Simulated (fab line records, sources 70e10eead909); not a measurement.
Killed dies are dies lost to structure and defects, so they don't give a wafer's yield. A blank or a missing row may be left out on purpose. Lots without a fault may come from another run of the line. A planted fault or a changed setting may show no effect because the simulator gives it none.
Which tool did it? | flow nand_harc | 11 lots, 33 wafers sampled, at 5 steps of a route of 1302

WHAT THE GAUGES READ, wafer by wafer
NHARC_END_SORT_01. Usual: killed_at_array 54, standard deviation 16; killed_at_other 0.6, standard deviation 0.86; killed_at_periphery 3.8, standard deviation 2.6; killed_dies 58, standard deviation 16; killed_open 3.3, standard deviation 1.8; killed_short 2.7, standard deviation 1.7.
lot  | measured     | on        | killed_at_array | killed_at_other | killed_at_periphery | killed_dies | killed_open | killed_short | flag
L959 | day 24 19:16 | prober-01 | 67 63 62        | 0 0 0           | 5 4 4               | 72 67 66    | 2 3 6       | 3 3 0        |

WHICH TOOL RAN EACH LOT (tool, then ch and the chambers of the sampled wafers, then the start)
lot  | NHARC_A_SLIT_ETCH_29               | NHARC_A_SLIT_STRIP_18                         | NHARC_A_WL_FILL_STRIP_27             | NHARC_A_WL_FILL_ETCHBACK_26
L959 | rie_diel-05 ch 1,2,3, day 20 11:07 | rie_diel-05 ch 0,3, day 20 19:39 or earlier   | plasma_asher-01 ch 0,1, day 20 19:39 | rie_si-02 ch 1,2, day 21 10:44
L961 | rie_diel-12 ch 2,3, day 21 02:58   | rie_diel-12 ch 1,2,3, day 21 12:55 or earlier | plasma_asher-01 ch 0, day 21 12:55   | rie_si-02 ch 2,3, day 22 08:28
L964 | rie_diel-01 ch 0,2, day 21 20:41   | rie_diel-01 ch 0,2, day 22 05:32 or earlier   | plasma_asher-02 ch 0, day 22 05:32   | rie_si-02 ch 0,2,3, day 22 20:32
L967 | rie_diel-12 ch 1,2,3, day 22 17:48 | rie_diel-12 ch 0,2,3, day 23 02:29 or earlier | plasma_asher-01 ch 0,1, day 23 02:29 | rie_si-02 ch 1,2,3, day 23 20:56
L968 | rie_diel-05 ch 1,2, day 23 12:44   | rie_diel-05 ch 0,1, day 23 21:43 or earlier   | plasma_asher-01 ch 0,1, day 23 21:43 | rie_si-02 ch 0,2, day 24 12:57
L970 | rie_diel-12 ch 0,1,2, day 24 05:22 | rie_diel-12 ch 0,1,2, day 24 14:24 or earlier | plasma_asher-01 ch 0,1, day 24 14:24 | rie_si-01 ch 0,1,2, day 25 06:12
L975 | rie_diel-01 ch 1,2, day 25 19:14   | rie_diel-01 ch 0,1, day 26 03:08 or earlier   | plasma_asher-01 ch 0,1, day 26 03:08 | rie_si-06 ch 0,2,3, day 26 21:49
L979 | rie_diel-01 ch 0,2,3, day 28 14:49 | rie_diel-01 ch 0,3, day 29 00:08 or earlier   | plasma_asher-02 ch 0,1, day 29 00:08 | rie_si-01 ch 1,2,3, day 29 19:03
L981 | rie_diel-05 ch 2,3, day 28 19:04   | rie_diel-05 ch 0,1,2, day 29 04:02 or earlier | plasma_asher-02 ch 0,1, day 29 04:02 | rie_si-02 ch 1,2, day 29 19:02
L980 | rie_diel-12 ch 0,1,3, day 28 19:16 | rie_diel-12 ch 0,1,3, day 29 04:14 or earlier | plasma_asher-01 ch 0,1, day 29 04:14 | rie_si-02 ch 0,1,3, day 29 22:06
L982 | rie_diel-05 ch 0,1,3, day 29 12:29 | rie_diel-05 ch 0,1,2, day 29 21:22 or earlier | plasma_asher-01 ch 0,1, day 29 21:22 | rie_si-06 ch 0,2, day 30 12:56
- NHARC_A_SLIT_ETCH_29: etches the open film in CF4/O2, target depth 100 nm, overetch 10 nm, time 55 s.
- NHARC_A_SLIT_STRIP_18: strips in O2.
- NHARC_A_WL_FILL_STRIP_27: strips in N2/H2, time 20 s.
- NHARC_A_WL_FILL_ETCHBACK_26: etches the open film in HBr, target depth 52 nm, time 13.3 s.

WHAT THE TOOLS THEMSELVES READ (means of the sampled wafers that have a number; where no wafer has one, the mark that the record gives instead)
NHARC_A_SLIT_ETCH_29. Usual: bias_w 100.1 W, standard deviation 0.3; drypump_motor_current_A 5.7 A, standard deviation 0.37; oes_f_703_au 1.001 a.u., standard deviation 0.0048; oes_product_au 1.000 a.u., standard deviation 0.0075; rf_vpp_V 198.3 V, standard deviation 1.6; showerhead_plenum_p_Torr 1.35 Torr, standard deviation 0.065; throttle_valve_pct 13.397 %, standard deviation 0.0088.
lot  | tool        | bias_w (W) | drypump_motor_current_A (A) | oes_f_703_au (a.u.) | oes_product_au (a.u.) | rf_vpp_V (V) | showerhead_plenum_p_Torr (Torr) | throttle_valve_pct (%) | flag
L959 | rie_diel-05 | 100.1      | 6.0                         | 0.999               | 0.996                 | 198.6        | 1.37                            | 13.391                 |
L961 | rie_diel-12 | 100.1      | 5.7                         | 1.003               | 0.986                 | 197.5        | 1.31                            | 13.401                 |
L964 | rie_diel-01 | 100.3      | 5.1                         | 0.998               | 0.997                 | 199.9        | 1.41                            | 13.386                 |
L967 | rie_diel-12 | 99.9       | 5.7                         | 0.998               | 1.004                 | 198.4        | 1.34                            | 13.396                 |
L968 | rie_diel-05 | 100.3      | 6.2                         | 1.007               | 0.998                 | 199.7        | 1.38                            | 13.391                 |
L970 | rie_diel-12 | 99.8       | 5.7                         | 0.996               | 0.995                 | 197.2        | 1.34                            | 13.399                 |
L975 | rie_diel-01 | 100.0      | 5.7                         | 0.996               | 0.994                 | 199.9        | 1.42                            | 13.398                 |
L979 | rie_diel-01 | 99.9       | 5.2                         | 1.000               | 0.996                 | 199.3        | 1.41                            | 13.403                 |
L981 | rie_diel-05 | 99.7       | 5.7                         | 0.999               | 1.005                 | 197.9        | 1.33                            | 13.398                 |
L980 | rie_diel-12 | 99.9       | 5.6                         | 0.998               | 0.989                 | 197.2        | 1.31                            | 13.399                 |
L982 | rie_diel-05 | 100.0      | 6.2                         | 1.001               | 1.007                 | 198.1        | 1.36                            | 13.399                 |

NHARC_A_SLIT_STRIP_18. Usual: drypump_motor_current_A 5.7 A, standard deviation 0.41; oes_product_au 1.002 a.u., standard deviation 0.0071; rf_vpp_V 57.9 V, standard deviation 0.89; showerhead_plenum_p_Torr 3.57 Torr, standard deviation 0.17; throttle_valve_pct 17.036 %, standard deviation 0.0093.
lot  | tool        | drypump_motor_current_A (A) | oes_product_au (a.u.) | rf_vpp_V (V) | showerhead_plenum_p_Torr (Torr) | throttle_valve_pct (%) | flag
L959 | rie_diel-05 | 6.1                         | 0.999                 | 57.9         | 3.47                            | 17.025                 |
L961 | rie_diel-12 | 5.6                         | 0.996                 | 57.5         | 3.55                            | 17.041                 |
L964 | rie_diel-01 | 5.0                         | 1.001                 | 58.1         | 3.69                            | 17.028                 |
L967 | rie_diel-12 | 5.8                         | 1.000                 | 57.1         | 3.39                            | 17.042                 |
L968 | rie_diel-05 | 6.2                         | 1.005                 | 57.2         | 3.52                            | 17.027                 |
L970 | rie_diel-12 | 5.7                         | 1.008                 | 57.7         | 3.53                            | 17.032                 |
L975 | rie_diel-01 | 5.2                         | 0.995                 | 58.2         | 3.69                            | 17.038                 |
L979 | rie_diel-01 | 5.2                         | 1.006                 | 57.8         | 3.69                            | 17.039                 |
L981 | rie_diel-05 | 6.1                         | 1.003                 | 57.6         | 3.54                            | 17.035                 |
L980 | rie_diel-12 | 5.7                         | 1.002                 | 57.1         | 3.46                            | 17.039                 |
L982 | rie_diel-05 | 6.1                         | 1.002                 | 57.7         | 3.54                            | 17.031                 |

NHARC_A_WL_FILL_STRIP_27. Usual: drypump_motor_current_A 5.9 A, standard deviation 0.53; heater_power_w 375 W, standard deviation 38.
lot  | tool            | drypump_motor_current_A (A) | heater_power_w (W) | flag
L959 | plasma_asher-01 | 6.0                         | 402                |
L961 | plasma_asher-01 | 5.5                         | 364                |
L964 | plasma_asher-02 | 5.2                         | 319                |
L967 | plasma_asher-01 | 5.7                         | 380                |
L968 | plasma_asher-01 | 5.9                         | 400                |
L970 | plasma_asher-01 | 5.9                         | 400                |
L975 | plasma_asher-01 | 5.7                         | 379                |
L979 | plasma_asher-02 | 6.1                         | 373                |
L981 | plasma_asher-02 | 5.7                         | 356                |
L980 | plasma_asher-01 | 5.7                         | 381                |
L982 | plasma_asher-01 | 5.7                         | 382                |

NHARC_A_WL_FILL_ETCHBACK_26. Usual: bias_w 60.01 W, standard deviation 0.16; drypump_motor_current_A 6.0 A, standard deviation 0.47; oes_product_au 0.998 a.u., standard deviation 0.0072; throttle_valve_pct 23.266 %, standard deviation 0.0088.
lot  | tool      | bias_w (W) | drypump_motor_current_A (A) | oes_product_au (a.u.) | throttle_valve_pct (%) | flag
L959 | rie_si-02 | 60.06      | 5.3                         | 0.994                 | 23.267                 |
L961 | rie_si-02 | 59.86      | 6.1                         | 0.997                 | 23.261                 |
L964 | rie_si-02 | 59.83      | 6.1                         | 0.993                 | 23.260                 |
L967 | rie_si-02 | 60.06      | 5.7                         | 0.993                 | 23.274                 |
L968 | rie_si-02 | 60.06      | 6.2                         | 0.989                 | 23.264                 |
L970 | rie_si-01 | 59.99      | 6.1                         | 1.000                 | 23.268                 |
L975 | rie_si-06 | 60.02      | 5.9                         | 0.999                 | 23.270                 |
L979 | rie_si-01 | 60.10      | 6.1                         | 1.010                 | 23.261                 |
L981 | rie_si-02 | 60.07      | 5.8                         | 0.938                 | 23.273                 | OFF
L980 | rie_si-02 | 60.04      | 5.7                         | 0.949                 | 23.270                 | OFF
L982 | rie_si-06 | 60.12      | 5.7                         | 0.988                 | 23.268                 |

THE ANSWER, worked out from the rows above alone
Rule: a lot is off if the mean of its wafers that have a number lies more than 3 standard deviations from the usual mean. A lot without any number at a reading at which 4 lots or more have one is off too. The other lots that the step has rows for count as sound. The gauges are gone through in route order, then the tools' own readings, and for those a lot's mean is taken as printed above. The first step at which some lot is off is used, and at that step the reading that is off furthest; a lot without a number counts as furthest.
Off: L981, L980, at NHARC_A_WL_FILL_ETCHBACK_26 (oes_product_au).
A tool fits if, at that step or a process step before it, it ran every lot that is off, and no sound lot after the first of them. NHARC_A_SLIT_STRIP_18 gives no start for some lots, so the hours and the order of its lots are those of NHARC_A_WL_FILL_STRIP_27. One fits: rie_si-02 at NHARC_A_WL_FILL_ETCHBACK_26. Its last sound lot is L968 (day 24 12:57), its first lot that is off L981 (day 29 19:02): a fault that began between those two fits.
The tool's own readings at NHARC_A_WL_FILL_ETCHBACK_26 bear it out: on the lots that are off they differ by more than 5 times the standard deviation of the sound lots' means. oes_product_au reads 0.944 a.u. there against 0.996 a.u. on the sound lots.

WHAT THE SIMULATOR HAD PUT IN
Process parameter drift: rie_si-02, from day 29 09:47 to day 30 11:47, at NHARC_A_WL_FILL_ETCHBACK_26. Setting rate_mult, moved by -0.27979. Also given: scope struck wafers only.
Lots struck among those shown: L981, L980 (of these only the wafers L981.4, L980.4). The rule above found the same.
